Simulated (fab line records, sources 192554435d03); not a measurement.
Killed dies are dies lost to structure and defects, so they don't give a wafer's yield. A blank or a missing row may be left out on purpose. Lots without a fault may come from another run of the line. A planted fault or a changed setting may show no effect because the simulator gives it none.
Chamber matching | flow n5_finfet | N5_BEOL_M0_SAQP_PECVD_03 on pecvd-04: 3 sister chambers
The step deposits SiCN from 3MS/NH3, target thk 12 nm, time 21.1 s. 3 wafers are shown with their chamber, then 12 later ones without.

WAFERS WITH THEIR CHAMBER
wafer  | chamber | throttle_valve_pct (%)
L088.4 | 1       | 8.5
L088.5 | 0       | 10.3
L088.6 | 2       | 8.6

WAFERS WITHOUT THEIR CHAMBER
wafer  | throttle_valve_pct (%)
L091.1 | 8.7
L091.4 | 10.3
L091.6 | 8.7
L093.3 | 8.6
L093.4 | 8.6
L093.6 | 9.0
L095.1 | 8.8
L095.2 | 8.5
L095.3 | 8.6
L095.4 | 8.7
L095.5 | 8.8
L095.6 | 8.7

WHICH CHAMBER EACH WENT THROUGH
wafer  | from the rows above     | in truth
L091.1 | can't be placed: 2 or 1 | 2
L091.4 | 0                       | 0
L091.6 | can't be placed: 2 or 1 | 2
L093.3 | can't be placed: 2 or 1 | 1
L093.4 | can't be placed: 2 or 1 | 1
L093.6 | can't be placed: 2 or 1 | 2
L095.1 | can't be placed: 2 or 1 | 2
L095.2 | can't be placed: 1 or 2 | 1
L095.3 | can't be placed: 2 or 1 | 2
L095.4 | can't be placed: 2 or 1 | 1
L095.5 | can't be placed: 2 or 1 | 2
L095.6 | can't be placed: 2 or 1 | 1
Placed correctly: 1 of 12. Can't be placed from these rows: 11 (the true chamber is among the candidates in 11). Placed wrongly: 0.
How it was worked out, from the rows above alone: a wafer's distance from a chamber is the root of the sum, over the readings, of the square of ((its reading less the chamber's mean) divided by the reading's scatter). The wafer belongs to the nearest chamber; if the next one is less than 2 further off, it can't be placed. A chamber's mean is the mean of its shown wafers. The scatter: with one shown wafer a chamber, the root of the mean of the squares of how far each hidden wafer lies from its nearest shown one.
